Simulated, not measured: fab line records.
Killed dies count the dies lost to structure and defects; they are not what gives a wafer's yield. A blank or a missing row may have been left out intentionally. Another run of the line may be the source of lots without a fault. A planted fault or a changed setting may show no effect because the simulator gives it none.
Which tool was responsible? / flow nand_harc / Sampling: 12 lots, 36 wafers, 5 of 1302 route steps

== WHAT THE GAUGES SHOWED, per wafer ==
NHARC_A_DECK1_JOINT_THK_MEAS_17: measures by ellipsometry.
lot=L348; measured=day 12 22:07; on=film_metro-02; thk_nm (nm)=43.2 45.4 45.9
lot=L347; measured=day 12 22:06; on=film_metro-01; thk_nm (nm)=43.8 44.9 44.3
lot=L351; measured=day 14 02:35; on=film_metro-02; thk_nm (nm)=45.9 44.9 50.3
lot=L352; measured=day 14 02:22; on=film_metro-01; thk_nm (nm)=44.9 45.2 45.1
lot=L354; measured=day 15 04:06; on=film_metro-01; thk_nm (nm)=44.4 44.6 46.1
lot=L357; measured=day 16 17:14; on=film_metro-01; thk_nm (nm)=74.9 73.3 43.7
lot=L358; measured=day 16 20:20; on=film_metro-01; thk_nm (nm)=43.4 44.7 44.8
lot=L364; measured=day 19 12:14; on=film_metro-01; thk_nm (nm)=46.2 45.8 46.4
lot=L366; measured=day 19 22:11; on=film_metro-02; thk_nm (nm)=43.8 46.2 43.6
lot=L367; measured=day 20 22:12; on=film_metro-01; thk_nm (nm)=45.1 45.7 44.4
lot=L369; measured=day 21 06:14; on=film_metro-01; thk_nm (nm)=45.7 44.3 46.9
lot=L370; measured=day 21 22:08; on=film_metro-02; thk_nm (nm)=44.2 45.8 45.5

NHARC_A_DECK1_JOINT_INSPECT_05.
lot=L348; measured=day 12 22:09; on=defect_inspect-02; raw_defect_count=158 214 233
lot=L347; measured=day 12 22:08; on=defect_inspect-01; raw_defect_count=226 200 174
lot=L351; measured=day 14 02:37; on=defect_inspect-02; raw_defect_count=437 539 289
lot=L352; measured=day 14 02:24; on=defect_inspect-02; raw_defect_count=138 321 250
lot=L354; measured=day 15 04:08; on=defect_inspect-01; raw_defect_count=281 492 333
lot=L357; measured=day 16 17:16; on=defect_inspect-02; raw_defect_count=274 327 263
lot=L358; measured=day 16 20:22; on=defect_inspect-02; raw_defect_count=298 316 496
lot=L364; measured=day 19 12:16; on=defect_inspect-01; raw_defect_count=356 468 479
lot=L366; measured=day 19 22:14; on=defect_inspect-01; raw_defect_count=260 291 216
lot=L367; measured=day 20 22:14; on=defect_inspect-02; raw_defect_count=484 560 336
lot=L369; measured=day 21 06:16; on=defect_inspect-02; raw_defect_count=305 177 270
lot=L370; measured=day 21 22:11; on=defect_inspect-02; raw_defect_count=277 204 312

NHARC_A_ONON_D2_THK_MEAS_21: measures by ellipsometry.
lot=L348; measured=day 13 09:37; on=film_metro-02; thk_nm (nm)=995 994 993
lot=L347; measured=day 13 09:37; on=film_metro-01; thk_nm (nm)=1020 1020 1020
lot=L351; measured=day 14 13:55; on=film_metro-02; thk_nm (nm)=1009 1009 1012
lot=L352; measured=day 14 13:43; on=film_metro-01; thk_nm (nm)=988 986 987
lot=L354; measured=day 15 18:03; on=film_metro-02; thk_nm (nm)=1007 1008 1006
lot=L357; measured=day 17 07:06; on=film_metro-02; thk_nm (nm)=1001 998 999
lot=L358; measured=day 17 07:06; on=film_metro-01; thk_nm (nm)=1009 1009 1011
lot=L364; measured=day 19 23:12; on=film_metro-02; thk_nm (nm)=996 996 998
lot=L366; measured=day 20 09:19; on=film_metro-01; thk_nm (nm)=993 993 994
lot=L367; measured=day 21 11:17; on=film_metro-02; thk_nm (nm)=999 1000 1000
lot=L369; measured=day 21 17:25; on=film_metro-01; thk_nm (nm)=997 998 996
lot=L370; measured=day 22 12:26; on=film_metro-02; thk_nm (nm)=980 977 980

== EACH LOT AND THE TOOL THAT RAN IT (in order: tool; ch and the chambers of the sampled wafers; start) ==
lot=L348; NHARC_A_CHANNEL_FILL_D1_ETCHBACK_08=rie_diel-04 ch 0,1,3, day 12 21:53 or earlier; NHARC_A_DECK1_JOINT_DEP_16=pecvd-04 ch 0,1,2, day 12 21:53
lot=L347; NHARC_A_CHANNEL_FILL_D1_ETCHBACK_08=rie_diel-04 ch 0,1,3, day 12 21:51 or earlier; NHARC_A_DECK1_JOINT_DEP_16=pecvd-03 ch 0,2, day 12 21:51
lot=L351; NHARC_A_CHANNEL_FILL_D1_ETCHBACK_08=rie_diel-04 ch 0,2,3, day 14 02:19 or earlier; NHARC_A_DECK1_JOINT_DEP_16=pecvd-04 ch 0,1,2, day 14 02:19
lot=L352; NHARC_A_CHANNEL_FILL_D1_ETCHBACK_08=rie_diel-10 ch 2,3, day 14 02:05 or earlier; NHARC_A_DECK1_JOINT_DEP_16=pecvd-03 ch 0,2, day 14 02:05
lot=L354; NHARC_A_CHANNEL_FILL_D1_ETCHBACK_08=rie_diel-04 ch 1,2, day 15 03:49 or earlier; NHARC_A_DECK1_JOINT_DEP_16=pecvd-04 ch 0,1,2, day 15 03:49
lot=L357; NHARC_A_CHANNEL_FILL_D1_ETCHBACK_08=rie_diel-10 ch 0,1,2, day 16 16:55 or earlier; NHARC_A_DECK1_JOINT_DEP_16=pecvd-04 ch 0,1, day 16 16:55
lot=L358; NHARC_A_CHANNEL_FILL_D1_ETCHBACK_08=rie_diel-04 ch 1,2, day 16 20:03 or earlier; NHARC_A_DECK1_JOINT_DEP_16=pecvd-03 ch 0,2, day 16 20:03
lot=L364; NHARC_A_CHANNEL_FILL_D1_ETCHBACK_08=rie_diel-04 ch 1,3, day 19 11:58 or earlier; NHARC_A_DECK1_JOINT_DEP_16=pecvd-03 ch 1,2, day 19 11:58
lot=L366; NHARC_A_CHANNEL_FILL_D1_ETCHBACK_08=rie_diel-04 ch 0,1,3, day 19 21:56 or earlier; NHARC_A_DECK1_JOINT_DEP_16=pecvd-01 ch 0,1,2, day 19 21:56
lot=L367; NHARC_A_CHANNEL_FILL_D1_ETCHBACK_08=rie_diel-05 ch 0,1, day 20 21:55 or earlier; NHARC_A_DECK1_JOINT_DEP_16=pecvd-01 ch 0,1, day 20 21:55
lot=L369; NHARC_A_CHANNEL_FILL_D1_ETCHBACK_08=rie_diel-10 ch 1,2,3, day 21 05:56 or earlier; NHARC_A_DECK1_JOINT_DEP_16=pecvd-01 ch 0,2, day 21 05:56
lot=L370; NHARC_A_CHANNEL_FILL_D1_ETCHBACK_08=rie_diel-04 ch 2,3, day 21 21:55 or earlier; NHARC_A_DECK1_JOINT_DEP_16=pecvd-04 ch 0,2, day 21 21:55
- NHARC_A_CHANNEL_FILL_D1_ETCHBACK_08: etches the open film in C4F8, target depth 220 nm, time 110 s.
- NHARC_A_DECK1_JOINT_DEP_16: deposits SiO2, target thk 45 nm.

== WHAT THE TOOLS THEMSELVES READ (means of the sampled wafers that have a number; where no wafer has one, the mark that the record gives instead) ==
NHARC_A_CHANNEL_FILL_D1_ETCHBACK_08.
lot=L348; tool=rie_diel-04; oes_product_au (a.u.)=0.93; rf_vpp_V (V)=442.8
lot=L347; tool=rie_diel-04; oes_product_au (a.u.)=1.00; rf_vpp_V (V)=442.2
lot=L351; tool=rie_diel-04; oes_product_au (a.u.)=0.95; rf_vpp_V (V)=442.6
lot=L352; tool=rie_diel-10; oes_product_au (a.u.)=0.96; rf_vpp_V (V)=441.0
lot=L354; tool=rie_diel-04; oes_product_au (a.u.)=0.91; rf_vpp_V (V)=439.8
lot=L357; tool=rie_diel-10; oes_product_au (a.u.)=0.98; rf_vpp_V (V)=443.1
lot=L358; tool=rie_diel-04; oes_product_au (a.u.)=0.92; rf_vpp_V (V)=440.3
lot=L364; tool=rie_diel-04; oes_product_au (a.u.)=1.02; rf_vpp_V (V)=441.8
lot=L366; tool=rie_diel-04; oes_product_au (a.u.)=0.96; rf_vpp_V (V)=442.6
lot=L367; tool=rie_diel-05; oes_product_au (a.u.)=1.02; rf_vpp_V (V)=444.2
lot=L369; tool=rie_diel-10; oes_product_au (a.u.)=0.99; rf_vpp_V (V)=440.8
lot=L370; tool=rie_diel-04; oes_product_au (a.u.)=1.04; rf_vpp_V (V)=443.2

NHARC_A_DECK1_JOINT_DEP_16.
lot=L348; tool=pecvd-04; heater_power_w (W)=581; mfc_precursor_sccm (sccm)=161.6; throttle_valve_pct (%)=15.4
lot=L347; tool=pecvd-03; heater_power_w (W)=598; mfc_precursor_sccm (sccm)=161.3; throttle_valve_pct (%)=16.1
lot=L351; tool=pecvd-04; heater_power_w (W)=566; mfc_precursor_sccm (sccm)=161.4; throttle_valve_pct (%)=15.6
lot=L352; tool=pecvd-03; heater_power_w (W)=551; mfc_precursor_sccm (sccm)=160.7; throttle_valve_pct (%)=16.1
lot=L354; tool=pecvd-04; heater_power_w (W)=560; mfc_precursor_sccm (sccm)=161.2; throttle_valve_pct (%)=15.6
lot=L357; tool=pecvd-04; heater_power_w (W)=587; mfc_precursor_sccm (sccm)=230.1; throttle_valve_pct (%)=16.2
lot=L358; tool=pecvd-03; heater_power_w (W)=615; mfc_precursor_sccm (sccm)=161.9; throttle_valve_pct (%)=15.8
lot=L364; tool=pecvd-03; heater_power_w (W)=644; mfc_precursor_sccm (sccm)=161.4; throttle_valve_pct (%)=16.2
lot=L366; tool=pecvd-01; heater_power_w (W)=580; mfc_precursor_sccm (sccm)=161.7; throttle_valve_pct (%)=15.9
lot=L367; tool=pecvd-01; heater_power_w (W)=577; mfc_precursor_sccm (sccm)=161.4; throttle_valve_pct (%)=16.0
lot=L369; tool=pecvd-01; heater_power_w (W)=647; mfc_precursor_sccm (sccm)=161.4; throttle_valve_pct (%)=16.3
lot=L370; tool=pecvd-04; heater_power_w (W)=477; mfc_precursor_sccm (sccm)=161.1; throttle_valve_pct (%)=15.6

== THE ANSWER, worked out from the rows above alone ==
Rule: the usual values come from the lots themselves. The widest of any qualifying gaps counts: lots, ordered by their means at a reading, are off when they make up no more than a third of the lots, leave a main group of 4 or more, and stand apart from it by 3 or more times the standard deviation of that group's means. A main group whose means are all the same, to the digits that the tables above print for the reading, isn't used. Also off: a lot with no number at a reading for which 4 or more lots have one. Where the step has rows for the other lots, those lots are counted as sound. Order of review: gauges by route order, followed by the tools' own readings, for which a lot's mean as printed above is used. At the first step where some lot is off, the reading lying furthest off is the one used; lots without a number count as furthest.
Off, at NHARC_A_DECK1_JOINT_THK_MEAS_17 on thk_nm: L357. The main group: mean 45.2 nm, standard deviation 0.78.
A tool fits if, at a process step before that reading, it ran every lot that is off, and no sound lot after the first of them. The gauges at NHARC_A_DECK1_JOINT_THK_MEAS_17 aren't tried: what is off there is off at NHARC_A_DECK1_JOINT_DEP_16 too, on other tools, and a gauge's error can't cause that. Because NHARC_A_CHANNEL_FILL_D1_ETCHBACK_08 lacks a start for some lots, the hours and order of its lots are taken from NHARC_A_DECK1_JOINT_DEP_16. Of those tried, none fits.

== WHAT THE SIMULATOR HAD PUT IN ==
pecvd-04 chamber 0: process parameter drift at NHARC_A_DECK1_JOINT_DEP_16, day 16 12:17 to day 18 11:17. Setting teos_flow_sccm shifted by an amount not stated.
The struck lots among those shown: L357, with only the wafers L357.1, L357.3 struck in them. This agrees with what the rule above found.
